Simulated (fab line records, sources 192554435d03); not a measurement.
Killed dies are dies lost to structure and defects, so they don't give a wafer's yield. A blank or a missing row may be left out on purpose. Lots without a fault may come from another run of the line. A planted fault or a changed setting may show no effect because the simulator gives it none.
fab line records | flow n5_finfet
record lots=6 wafers=16 last_day=17
route steps=1938 shown HKMG_FIN@444 BEOL_M4@1111
lots that met no fault: from a run of the same line without faults
start_h: hours from the record's first day to the start of the lot's first wafer shown | wait_h: hours since the lot's step before | " the same as in the row above | L1.1+2: a row that stands for several wafers | - no value, or no start given | * or withheld: withheld | < > ~ a bound
route shown NAME@n: a module of which the file shows steps, and the number in the route of the first | usual: mean/standard deviation of fault-free wafers | same: alike in all rows | chamber/n: place in a boat | sites: the reading at each site | _std_site: their standard deviation | _edge_site: outer sites' mean less inner sites' | radius_mm: how far each site lies from the wafer's centre | mask NAME#n: copy n | behind: the tool/chamber that last shaped the wafer | hold: why the lot was held/for how many hours/how that ended | device: the transistor (n, p or np) that didn't switch | end of line: the same wafers' tests at the end of the route | a step without rows: its recipe alone | killed: dies lost to structure and defects at the first sort, not the wafer's yield | map: a wafer's dies, x killed, . not, _ none there
set.NAME: the setting as run; set.NAME@STEP: as run at that earlier step | model.NAME: the simulator's own value behind a step, which no gauge read
lots at some steps of the route; a table a step, a row a wafer
services: from which hour (start_h, from the record's first day; less than 0 if before it) a tool's chamber was out of use, for how many hours, and why
## steps
# step N5_HKMG_FIN_ETCH_86
# recipe chemistry=N2/H2 target=SOC target_depth_a=3932 stop_on=TiN ion_energy_ev=100 bias_w=61 pressure_mtorr=30 source_w=850 n2_flow_sccm=200 h2_flow_sccm=200
# usual chamber_pressure_mTorr=29.999/0.028 drypump_motor_current_A=5.6/0.51 oes_product_au=0.83/0.068 rf_vpp_V=241.1/1.5 showerhead_plenum_p_Torr=2.58/0.11 throttle_valve_pct=17.73/0.19
# columns lot.wafer tool chamber start_h wait_h chamber_pressure_mTorr drypump_motor_current_A oes_product_au rf_hours_counter_h rf_vpp_V showerhead_plenum_p_Torr throttle_valve_pct
L163.2 rie_diel-02 3 91.56 - 29.941 4.7 0.86 38 239.0 2.47 17.71
L163.5 " 2 " " 30.007 5.8 0.85 - 242.5 2.71 17.65
L163.6 " 1 " " 29.987 5.6 0.88 - 241.1 2.59 17.42
L164.1 rie_diel-02 3 96.45 - 29.953 4.7 0.87 40 239.6 2.47 17.70
L164.3 " 0 " " 30.011 5.8 0.91 11 242.3 2.62 17.51
L164.6 " 1 " " 30.051 5.6 0.87 - 241.3 2.59 17.42
L175.1 rie_diel-01 1 164.17 - 29.971 5.3 0.70 211 240.5 2.53 17.99
L175.4 " 0 " " 29.984 6.1 0.71 - 237.9 2.41 18.03
L176.1 rie_diel-01 3 171.22 - 29.991 5.7 0.85 37 240.6 2.48 17.73
L176.3 " 1 " " 30.019 5.3 0.69 215 241.1 2.52 18.00
L180.1 rie_diel-02 1 195.86 - 29.995 5.6 0.82 69 241.5 2.58 17.50
L180.3 " 3 " " 30.028 4.8 0.82 79 239.2 2.46 17.77
L180.5 " 1 " " 29.992 5.6 0.82 - 240.5 2.58 17.47
L183.3 rie_diel-02 2 209.55 - 30.001 5.7 0.80 92 241.6 2.69 17.74
L183.4 " 1 " " 29.963 5.6 0.82 74 241.3 2.57 17.50
L183.5 " 3 " " 29.988 4.7 0.81 - 240.4 2.45 17.79
# step N5_HKMG_FIN_STRIP_89
# recipe chemistry=N2/H2 material=SOC time_s=20 power_w=500 temp_c=40 pressure_mtorr=50 rf_frequency_hz=6e+07 bias_power_w=8 h2_frac=0.5 n2_flow_sccm=300 h2_flow_sccm=300
# usual chamber_pressure_mTorr=50.00/0.047 drypump_motor_current_A=5.6/0.51 oes_product_au=0.84/0.07 rf_vpp_V=54.3/0.81 showerhead_plenum_p_Torr=3.40/0.13 temp_c=40.00/0.1 throttle_valve_pct=18.81/0.29
# same time_s=20
# columns lot.wafer tool chamber start_h wait_h chamber_pressure_mTorr drypump_motor_current_A oes_product_au rf_hours_counter_h rf_vpp_V showerhead_plenum_p_Torr temp_c throttle_valve_pct
L163.2 rie_diel-02 3 91.62 0.0 49.96 4.7 0.88 38 53.7 3.27 40.05 18.65
L163.5 " 2 " " 50.02 5.8 0.86 - 54.3 3.57 39.83 18.91
L163.6 " 1 " " 49.91 5.6 0.91 - 54.4 3.42 40.17 18.32
L164.1 rie_diel-02 3 96.51 0.0 49.95 4.7 0.88 40 52.5 3.27 39.88 18.62
L164.3 " 0 " " 50.08 5.8 0.93 11 53.6 3.46 40.24 18.65
L164.6 " 1 " " 49.98 5.6 0.91 - 53.5 3.42 40.07 18.33
L175.1 rie_diel-01 1 164.23 0.0 50.07 5.3 0.70 211 53.1 3.34 40.05 19.25
L175.4 " 0 " " 49.91 6.2 0.73 - 54.5 3.19 40.07 19.18
L176.1 rie_diel-01 3 171.28 0.0 49.91 5.7 0.85 37 54.9 3.27 40.07 18.75
L176.3 " 1 " " 50.01 5.3 0.69 215 55.0 3.34 39.96 19.26
L180.1 rie_diel-02 1 195.92 0.0 50.04 5.6 0.83 69 54.7 3.40 40.15 18.38
L180.3 " 3 " " 49.99 4.8 0.81 80 54.2 3.25 39.93 18.70
L180.5 " 1 " " 50.04 5.6 0.84 - 54.5 3.40 39.99 18.37
L183.3 rie_diel-02 2 209.61 0.0 49.96 5.8 0.81 92 55.5 3.54 39.79 18.99
L183.4 " 1 " " 50.03 5.6 0.83 74 53.9 3.40 39.94 18.40
L183.5 " 3 " " 49.98 4.8 0.81 - 54.5 3.25 40.02 18.72
# step N5_HKMG_FIN_WET_ETCH_87
# recipe chemistry=SC1 target=TiN mix=1:2:40 temp_c=50 time_s=154.2 target_depth_nm=4.7 dry=ipa_marangoni rinse_time_s=30 rinse_temp_c=23
# step N5_HKMG_FIN_STRIP_88
# recipe chemistry=N2/H2 power_w=2500 temp_c=300 h2_frac=0.65 time_s=360 pressure_mtorr=withheld n2_flow_sccm=1750 h2_flow_sccm=3250
# usual drypump_motor_current_A=5.5/0.49 heater_power_w=430/14 temp_c=300.00/0.2
# same time_s=360
# columns lot.wafer tool chamber start_h wait_h drypump_motor_current_A heater_power_w rf_hours_counter_h temp_c
L163.2 plasma_asher-02 0 91.81 0.0 6.4 424 90 299.68
L163.5 " 0 " " 6.4 418 - 300.24
L163.6 " 1 " " 5.4 412 - 300.02
L164.1 plasma_asher-02 0 96.70 0.0 6.4 428 91 300.15
L164.3 " 1 " " 5.5 419 - 299.90
L164.6 " 0 " " 6.4 423 - 300.24
L175.1 plasma_asher-01 1 164.49 0.0 5.5 423 56 299.86
L175.4 " 1 " " 5.5 432 - 300.07
L176.1 plasma_asher-02 1 171.47 0.0 5.4 413 107 299.97
L176.3 " 0 " " 6.4 427 - 299.85
L180.1 plasma_asher-01 1 196.10 0.0 5.6 427 62 300.05
L180.3 " 1 " " 5.6 427 - 299.99
L180.5 " 1 " " 5.6 432 - 300.30
L183.3 plasma_asher-02 0 209.91 0.1 6.4 426 - 300.09
L183.4 " 1 " " 5.4 423 - 300.22
L183.5 " 0 " " 6.3 428 - 299.97
# step N5_HKMG_FIN_NWFM_ALD_20
# recipe material=TiAlC target_thk_a=20 temp_c=300 ald_precursor_family=TiCl4 ald_co_reactant=TEA pulse_time_s=3 purge_time_s=2 co_reactant_purge_time_s=2 co_reactant_pulse_time_s=10 ald_cycles=7 pressure_torr=3
# step N5_HKMG_FIN_ALD_71
# recipe material=TiN target_thk_a=10 temp_c=400 ald_precursor_family=TiCl4 ald_co_reactant=NH3 pulse_time_s=1 purge_time_s=3 co_reactant_purge_time_s=2 co_reactant_pulse_time_s=2 ald_cycles=47 pressure_torr=3
# step N5_HKMG_FIN_COAT_66
# recipe resist=SOC temp_c=250 time_s=60 spin_rpm=1500 resist_thk_nm=300
# step N5_HKMG_FIN_ETCH_67
# recipe chemistry=N2/H2 target=SOC target_depth_a=3889 stop_on=TiN ion_energy_ev=100 bias_w=61 pressure_mtorr=30 source_w=850 n2_flow_sccm=200 h2_flow_sccm=200
# usual chamber_pressure_mTorr=30.000/0.027 drypump_motor_current_A=5.7/0.46 oes_product_au=0.81/0.074 rf_vpp_V=240.7/1.3 showerhead_plenum_p_Torr=2.55/0.089 throttle_valve_pct=17.73/0.19
# columns lot.wafer tool chamber start_h wait_h chamber_pressure_mTorr drypump_motor_current_A oes_product_au rf_hours_counter_h rf_vpp_V showerhead_plenum_p_Torr throttle_valve_pct
L163.2 rie_diel-02 3 92.64 - 30.046 4.7 0.87 38 239.9 2.47 17.70
L163.5 " 3 " " 29.991 4.8 0.87 - 240.6 2.47 17.71
L163.6 " 0 " " 29.986 5.8 0.91 - 241.0 2.62 17.50
L164.1 rie_diel-01 3 97.52 - 30.027 5.8 0.92 3 239.7 2.49 17.67
L164.3 " 1 " " 29.972 5.3 0.71 181 240.0 2.54 17.94
L164.6 " 2 " " 30.022 6.3 0.71 - 239.9 2.50 17.83
L175.1 rie_diel-01 0 165.31 - 30.027 6.1 0.71 222 239.5 2.41 18.03
L175.4 " 0 " " 29.999 6.1 0.72 - 239.7 2.41 18.01
L176.1 rie_diel-02 2 172.29 - 30.000 5.8 0.81 80 243.7 2.69 17.74
L176.3 " 3 " " 30.013 4.7 0.82 72 240.6 2.46 17.76
L180.1 rie_diel-06 2 197.01 - 29.981 5.4 0.87 41 242.1 2.70 17.84
L180.3 " 1 " " 30.040 6.7 0.78 115 238.8 2.46 17.97
L180.5 " 1 " " 30.010 6.7 0.79 - 237.5 2.46 17.98
L183.3 rie_diel-02 3 210.62 - 30.020 4.8 0.81 86 238.5 2.45 17.79
L183.4 " 0 " " 29.987 5.8 0.83 54 240.8 2.60 17.58
L183.5 " 1 " " 29.963 5.6 0.81 - 241.1 2.57 17.51
# step N5_HKMG_FIN_STRIP_90
# recipe chemistry=N2/H2 material=SOC time_s=20 power_w=500 temp_c=40 pressure_mtorr=50 rf_frequency_hz=6e+07 bias_power_w=8 h2_frac=0.5 n2_flow_sccm=300 h2_flow_sccm=300
# step N5_HKMG_FIN_WET_ETCH_73
# recipe chemistry=SC1 mix=1:2:40 temp_c=50 time_s=42.3 target_depth_nm=1.3 dry=ipa_marangoni rinse_time_s=30 rinse_temp_c=23
# step N5_HKMG_FIN_ETCHBACK_68
# recipe chemistry=Cl2/Ar stop_on=HfO2 target_depth_a=5 pressure_mtorr=10 icp_w=600 bias_w=60 Cl2_flow_sccm=40 Ar_flow_sccm=60
# step N5_HKMG_FIN_STRIP_69
# recipe chemistry=N2/H2 power_w=2500 temp_c=300 h2_frac=0.65 time_s=360 pressure_mtorr=withheld n2_flow_sccm=1750 h2_flow_sccm=3250
# usual drypump_motor_current_A=5.7/0.51 heater_power_w=424/12 temp_c=299.99/0.2
# same time_s=360
# columns lot.wafer tool chamber start_h wait_h drypump_motor_current_A heater_power_w rf_hours_counter_h temp_c
L163.2 plasma_asher-01 0 92.99 0.1 4.9 445 43 299.83
L163.5 " 0 " " 5.0 441 - 300.03
L163.6 " 1 " " 5.6 431 - 300.13
L164.1 plasma_asher-02 0 97.88 0.1 6.3 430 91 300.24
L164.3 " 1 " " 5.4 435 - 299.96
L164.6 " 0 " " 6.3 414 - 300.13
L175.1 plasma_asher-02 0 165.79 0.2 6.4 424 105 299.99
L175.4 " 1 " " 5.4 415 - 299.74
L176.1 plasma_asher-02 0 172.68 0.1 6.4 424 107 299.87
L176.3 " 0 " " 6.4 422 - 300.11
L180.1 plasma_asher-02 1 197.38 0.1 5.4 418 113 299.90
L180.3 " 0 " " 6.4 426 - 299.50
L180.5 " 0 " " 6.3 415 - 299.89
L183.3 plasma_asher-02 0 211.10 0.2 6.4 431 - 299.91
L183.4 " 1 " " 5.5 417 - 300.13
L183.5 " 1 " " 5.5 414 - 300.11
# step N5_HKMG_FIN_ALD_21
# recipe material=TiN target_thk_a=15 temp_c=400 ald_precursor_family=TiCl4 ald_co_reactant=NH3 pulse_time_s=1 purge_time_s=3 co_reactant_purge_time_s=2 co_reactant_pulse_time_s=2 ald_cycles=68 pressure_torr=3
# usual ald_cycles=68/0 heater_power_w=902/93 precursor_pulse_height_rel=1.000/0.02
# same pulse_time_s=1 purge_time_s=3
# columns lot.wafer tool chamber start_h wait_h ald_cycles heater_power_w precursor_pulse_height_rel model.TiN_of_HKMG_FIN_ALD_21.thk_nm
L163.2 ald_metal-04 0 93.38 0.3 68 1051 1.005 1.4
L163.5 " 3 " " 68 868 0.985 1.6
L163.6 " 2 " " 68 1063 0.991 1.6
L164.1 ald_metal-01 3 98.27 0.3 68 883 0.994 1.4
L164.3 " 1 " " 68 806 1.006 1.4
L164.6 " 2 " " 68 937 1.005 1.6
L175.1 ald_metal-01 3 166.17 0.3 68 882 1.011 1.6
L175.4 " 0 " " 123 856 1.001 2.6
L176.1 ald_metal-01 0 173.06 0.3 68 844 0.966 1.4
L176.3 " 3 " " 123 884 1.007 2.8
L180.1 ald_metal-03 3 197.76 0.3 68 1018 1.013 1.4
L180.3 " 0 " " 68 820 1.006 1.4
L180.5 " 1 " " 68 815 0.995 1.4
L183.3 ald_metal-04 2 211.36 0.1 68 1048 1.016 1.4
L183.4 " 2 " " 68 1058 0.995 1.4
L183.5 " 3 " " 68 827 0.998 1.4
# step N5_HKMG_FIN_ALD_72
# recipe material=W target_thk_a=20 temp_c=300 pressure_torr=7.5 ald_precursor_family=WF6 ald_co_reactant=B2H6 pulse_time_s=1 purge_time_s=2 co_reactant_purge_time_s=2 co_reactant_pulse_time_s=3 ald_cycles=7
# step N5_BEOL_M4_RC_MEAS_101
# usual DIBL_N=36.1/1.5 DIBL_P=36.1/1.9 IOFF_N=0.159/0.029 IOFF_P=0.21/0.038 ION_N=675/11 ION_P=464/8.1 SS_N=71.5/0.57 SS_P=73.3/0.64 VT_N=249/3.1 VT_P=-250/3.8
# columns lot.wafer tool chamber start_h wait_h DIBL_N[mV/V] DIBL_P[mV/V] IOFF_N[nA/um] IOFF_P[nA/um] ION_N[uA/um] ION_P[uA/um] SS_N[mV/dec] SS_P[mV/dec] VT_N[mV] VT_P[mV]
L163.2 prober-02 0 176.86 0.2 36.9 38.1 0.187 0.27 691 478 71.6 74.2 245 -242
L163.5 " 0 " " 36.5 38.2 0.179 0.27 692 479 72.5 73.7 248 -245
L163.6 " 0 " " 35.3 35.5 0.145 0.21 675 465 72.1 73.7 250 -249
L164.1 prober-01 0 177.38 0.0 39.6 37.8 0.197 0.25 674 466 72.4 73.6 247 -246
L164.3 " 0 " " 38.7 38.8 0.193 0.27 679 469 71.7 73.3 247 -245
L164.6 " 0 " " 35.5 33.8 0.126 0.18 653 450 71.8 72.7 254 -250
L175.1 prober-02 0 249.11 0.3 34.2 33.0 0.137 0.16 675 455 70.6 73.3 249 -255
L175.4 " 0 " " 34.7 33.6 0.149 0.17 678 456 70.5 73.0 248 -256
L176.1 prober-01 0 255.01 0.0 36.6 35.9 0.169 0.20 678 454 71.3 73.2 247 -255
L176.3 " 0 " " 37.9 37.3 0.196 0.24 688 465 71.3 73.2 249 -250
L180.1 prober-01 0 276.70 0.0 35.8 37.2 0.159 0.21 658 458 72.3 74.1 251 -249
L180.3 " 0 " " 36.3 38.5 0.176 0.22 674 462 71.9 73.8 248 -250
L180.5 " 0 " " 35.2 36.8 0.160 0.19 668 456 71.5 73.5 251 -251
L183.3 prober-02 0 306.34 0.3 36.7 36.3 0.176 0.27 684 475 70.9 73.5 246 -244
L183.4 " 0 " " 35.1 35.1 0.153 0.27 675 482 70.9 73.0 249 -242
L183.5 " 0 " " 37.2 36.5 0.166 0.28 673 471 72.3 73.6 251 -243
## services
# columns tool chamber start_h hours kind
rie_diel-01 - 68.27 2.8 pm
rie_diel-02 1 68.50 2.2 repair
rie_diel-06 0 68.51 6.8 repair
rie_diel-01 3 73.94 - clean
rie_diel-01 3 73.94 - consumable_replace:focus_ring
rie_diel-01 3 73.94 15.8 scheduled_down
rie_diel-01 3 73.94 15.8 vent_cycle
rie_diel-06 2 83.58 4.7 repair
ald_metal-03 0 84.60 17.6 repair
rie_diel-02 2 92.12 3.4 repair
rie_diel-06 - 104.51 28.1 pm
plasma_asher-02 - 134.73 1.1 repair
rie_diel-02 0 145.20 4.2 repair
ald_metal-04 - 151.26 1.4 repair
ald_metal-04 - 155.08 0.4 repair
rie_diel-01 2 155.86 - clean
rie_diel-01 2 155.86 - consumable_replace:focus_ring
rie_diel-01 2 155.86 24.8 scheduled_down
rie_diel-01 2 155.86 24.8 vent_cycle
ald_metal-04 0 161.23 1.7 repair
ald_metal-04 - 186.50 2.2 repair
ald_metal-03 2 200.74 20.5 repair
ald_metal-04 0 209.91 37.6 repair
## key
first_sign step=N5_HKMG_FIN_ALD_21 reading=ald_cycles direction=up sigmas=99+ usual=* struck=*
effect none on later readings
model_effect step=N5_HKMG_FIN_ALD_21 value=TiN_of_HKMG_FIN_ALD_21.thk_nm without=1.4 struck=2.7
met_at N5_HKMG_FIN_ALD_21
struck_wafers L175.4,L176.3
onset_between 98.27 166.17
fault kind=process_parameter_drift tool=ald_metal-01 chamber=- onset_h=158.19 steps=N5_HKMG_FIN_ALD_21 channel=ald_cycles offset=* shape=step end_h=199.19 scope=struck_wafers_only acts_in=* stated=*
